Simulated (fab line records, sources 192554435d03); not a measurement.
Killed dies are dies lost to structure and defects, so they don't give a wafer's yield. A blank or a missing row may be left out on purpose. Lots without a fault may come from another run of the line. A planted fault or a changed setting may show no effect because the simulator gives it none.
A struck lot beside a sound one | flow n5_finfet | 37 steps out of a route of 1938
Sound: wafers L303.1, L303.3, L303.5. Struck: wafer L306.4. (L306.3, L306.5 of the same lot were not struck and are left out.) The cause comes at the end.
At each step with rows: each side's tool, then ch and its chambers, then its first start. Under that, the readings that differ: sound wafers | struck wafers | difference of the means | sigmas: that difference in standard deviations of wafers without a fault.
alike: readings whose means differ by less than 2 such deviations, and words and numbers that are the same on both sides. not compared: withheld readings, readings that some wafer has no value for, bounds like >300 that may hide the same value, and numbers for which the record gives no deviation and whose values overlap.
The two part at a step that has a row with sigmas, a row that says differs or no value, or rows on one side only. Numbers that don't overlap but have no deviation are shown without sigmas and don't part them. A reading that every wafer of one side lacks parts them only if that side has two wafers or more.

first, 9 steps without rows for these wafers: N5_HKMG_FIN_SOFTBAKE_44 (time 60 s); N5_HKMG_FIN_EXPOSE_46 (exposes mask NDIPOLE); N5_HKMG_FIN_PEB_47 (peb time 60 s); N5_HKMG_FIN_DEVELOP_48 (develop time 30 s); N5_HKMG_FIN_DESCUM_53 (chemistry O2, time 7.9 s); N5_HKMG_FIN_ETCH_54 (etches SiARC in CF4, target depth 45.5 nm, time 75.8 s); N5_HKMG_FIN_ETCH_55 (etches SOC in N2/H2, target depth 240 nm, time 300 s); N5_HKMG_FIN_STRIP_56 (strips in N2/H2); N5_HKMG_FIN_STRIP_57 (strips in CF4).
N5_HKMG_FIN_ETCH_58: etches SOC in N2/H2, target depth 215.8 nm, time 741 s.
  sound on rie_diel-04 ch 0,2,3, day 4 10:49; struck on rie_diel-04 ch 3, day 5 09:28
  reading                                   | sound             | struck | difference | sigmas
  run_length_s (s)                          | 764.6 764.2 764.2 | 613.1  | -151.2     | -99 or more
  model.SOC_of_HKMG_FIN_COAT_41.thk_nm (nm) | 86.6 86 84.2      | 127.8  | +42.2      |
  model.HKMG_FIN.feature_depth_nm (nm)      | 213.4 214.4 215.4 | 169.6  | -44.8      |
  model.etch.depth_nm (nm)                  | 213.4 214.4 215.4 | 169.7  | -44.7      |
  alike: drypump_motor_current_A, oes_product_au, rf_vpp_V, showerhead_plenum_p_Torr, throttle_valve_pct
  not compared: rf_hours_counter_h
N5_HKMG_FIN_STRIP_93: strips SOC in N2/H2, time 20 s.
  sound on rie_diel-04 ch 0,2,3, day 4 11:14; struck on rie_diel-04 ch 3, day 5 09:54
  reading                                   | sound          | struck | difference | sigmas
  rf_vpp_V (V)                              | 55.2 55.8 54.7 | 53.3   | -1.9       | -2
  model.SOC_of_HKMG_FIN_COAT_41.thk_nm (nm) | 76.4 75.6 74   | 117.6  | +42.3      |
  alike: drypump_motor_current_A, oes_product_au, power_w, showerhead_plenum_p_Torr, throttle_valve_pct
  not compared: rf_hours_counter_h
then, 24 steps without rows for these wafers: N5_HKMG_FIN_WET_ETCH_76 (etches Al2O3 in dNH4OH, stops on La2O3, target depth 2.25 nm, rinse time 30 s); N5_HKMG_FIN_STRIP_60 (strips in N2/H2, time 360 s); N5_HKMG_FIN_WET_ETCH_77 (etches La2O3 in dHCl, stops on HfO2, target depth 2 nm); N5_HKMG_FIN_WET_ETCH_78 (etches Al2O3 in dNH4OH, stops on La2O3, target depth 4.5 nm, rinse time 30 s); N5_HKMG_FIN_ALD_79 (deposits TiN, target thk 1.5 nm, pulse time 1 s, purge time 3 s); N5_HKMG_FIN_CVD_62 (deposits a-Si from Si2H6, target thk 3 nm, time 20.8 s); N5_HKMG_FIN_RTA_80 (time 2 s); N5_HKMG_FIN_PRECLEAN_64 (cleans in dHF, time 30 s); N5_HKMG_FIN_WET_ETCH_65 (etches a-Si in TMAH, stops on TiN, time 49 s, target depth 3 nm); N5_HKMG_FIN_WET_ETCH_81 (etches TiN in SC1, stops on HfO2, time 57 s, target depth 6 nm); N5_HKMG_FIN_WET_ETCH_82 (etches La2O3 in dHCl, stops on HfO2, target depth 2 nm, rinse time 30 s); N5_HKMG_FIN_ALD_36 (deposits TiN, target thk 1 nm, pulse time 1 s, purge time 3 s); N5_HKMG_FIN_PWFM_ALD_03 (deposits TiN, target thk 2 nm, pulse time 1 s, purge time 3 s); N5_HKMG_FIN_COAT_29 (time 60 s, resist thk 300 nm); N5_HKMG_FIN_COAT_30 (time 60 s, resist thk 35 nm); N5_HKMG_FIN_COAT_06 (resist thk 90 nm); N5_HKMG_FIN_EBR_08; N5_HKMG_FIN_SOFTBAKE_07 (time 60 s); N5_HKMG_FIN_EXPOSE_09 (exposes mask NWFM); N5_HKMG_FIN_PEB_10 (peb time 60 s); N5_HKMG_FIN_DEVELOP_11 (develop time 30 s); N5_HKMG_FIN_DESCUM_17 (chemistry O2, time 7.9 s); N5_HKMG_FIN_ETCH_31 (etches SiARC in CF4, target depth 45.5 nm, time 75.8 s); N5_HKMG_FIN_ETCH_32 (etches SOC in N2/H2, target depth 240 nm, time 300 s).
-- the record jumps here: 4 days lie between the struck wafers' starts before and after (it left off in module HKMG_FIN and takes up again in module BEOL_M4, whose first step shown is number 1111 of the route) --
N5_BEOL_M4_RC_MEAS_101:
  sound on prober-01 ch 0, day 8 11:54; struck on prober-02 ch 0, day 9 04:53
  reading             | sound                      | struck    | difference | sigmas
  IOFF_N (nA/um)      | 0.147 0.161 0.191          | 2.150     | +1.984     | +86
  IOFF_N_85C (nA/um)  | 2.9 3.1 3.6                | 27.6      | +24.4      | +64
  IOFF_N_LIN (nA/um)  | 0.069 0.073 0.084          | 0.993     | +0.918     | +99 or more
  IOFF_N_LONG (nA/um) | 5.61e-05 5.62e-05 5.59e-05 | 0.0006864 | +0.0006303 | +99 or more
  VT_N (mV)           | 251.4 251.6 250.0          | 174.7     | -76.3      | -31
  VT_N_LONG (mV)      | 273.2 273.1 275.3          | 197.9     | -76.0      | -38
  alike: DIBL_N, DIBL_P, IOFF_P, ION_N, ION_P, SS_N, SS_P, VT_P
-- the record jumps here: 4 days lie between the struck wafers' starts before and after (it left off in module BEOL_M4 and takes up again in module PASSIVATION, whose first step shown is number 1936 of the route) --
N5_PASSIVATION_PROBE_49:
  sound on prober-01, day 12 15:32; struck on prober-01, day 13 02:55
  reading                  | sound          | struck | difference | sigmas
  defect_limited_yield (%) | 89.7 86.9 90.5 | 93.6   | +4.6       | +3
  killed_at_M0_to_M3       | 49 71 54       | 21     | -37        | -4
  killed_dies              | 122 154 112    | 76     | -53        | -3
  killed_on_rim            | 21 18 18       | 10     | -9         | -2
  killed_open              | 79 106 71      | 46     | -39        | -3
  sort_bin_4_leakage (%)   | 0 0 0          | 93.56  | +93.56     |
  sort_bin_5_function (%)  | 7.0 7.9 5.9    | 3.9    | -3.0       | -3
  sort_n_pass              | 1058 1026 1068 | 0      | -1051      | -58
  sort_yield_pct (%)       | 89.7 86.9 90.5 | 0      | -89        | -59
  alike: killed_at_M4_up, killed_at_contacts, killed_at_front_end, killed_at_other, killed_short, sort_bin_6_memory

WHERE THEY PART
First at N5_HKMG_FIN_ETCH_58; last, within this record, at N5_PASSIVATION_PROBE_49.

WHY: what the simulator had put in
Process parameter drift: rie_diel-04, from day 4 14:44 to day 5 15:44, at N5_HKMG_FIN_ETCH_58. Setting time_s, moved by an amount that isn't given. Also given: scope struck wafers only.
